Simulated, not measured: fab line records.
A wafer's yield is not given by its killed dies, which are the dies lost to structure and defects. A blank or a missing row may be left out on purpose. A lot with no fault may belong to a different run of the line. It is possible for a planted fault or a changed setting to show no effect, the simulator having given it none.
Matching of chambers | flow nand harc | NHARC_P_STI_DESCUM_14 on rie diel-05 has 4 sister chambers
The step chemistry O2, time 3 s. 8 wafers are shown with their chamber, then 7 later ones without.

## EACH WAFER AND ITS CHAMBER
wafer  | chamber | showerhead plenum p Torr (Torr) | oes product au (a.u.)
L079.4 | 1       | 2.05                            | 1.024
L080.2 | 3       | 1.93                            | 0.983
L082.5 | 2       | 1.88                            | 0.995
L082.6 | 1       | 2.05                            | 1.021
L087.5 | 3       | 1.93                            | 0.982
L087.6 | 0       | 2.00                            | 0.986
L092.2 | 0       | 2.00                            | 0.986
L092.4 | 2       | 1.87                            | 1.006

## WAFERS MISSING THEIR CHAMBER
wafer  | showerhead plenum p Torr (Torr) | oes product au (a.u.)
L092.6 | 1.93                            | 0.998
L095.1 | 2.05                            | 1.008
L095.3 | 1.93                            | 0.995
L095.6 | 1.87                            | 0.996
L097.3 | 2.05                            | 1.001
L097.4 | 2.00                            | 0.997
L097.6 | 1.93                            | 0.998

## WHICH CHAMBER EACH WENT THROUGH
wafer  | from the rows above | in truth
L092.6 | 3                   | 3
L095.1 | 1                   | 1
L095.3 | 3                   | 3
L095.6 | 2                   | 2
L097.3 | 1                   | 1
L097.4 | 0                   | 0
L097.6 | 3                   | 3
7 of 7 placed correctly. From these rows, 0 cannot be placed. Wrongly placed: 0.
How it was worked out, from the rows above alone: a wafer's distance from a chamber is the root of the sum, over the readings, of the square of ((its reading less the chamber's mean) divided by the reading's scatter). The wafer belongs to the nearest chamber; if the next one is less than 2 further off, it can't be placed. The mean given for a chamber averages the wafers shown for that chamber. The scatter: the root of (the sum of the squares of (reading less its chamber's mean) over the shown wafers, divided by (wafers less chambers)).
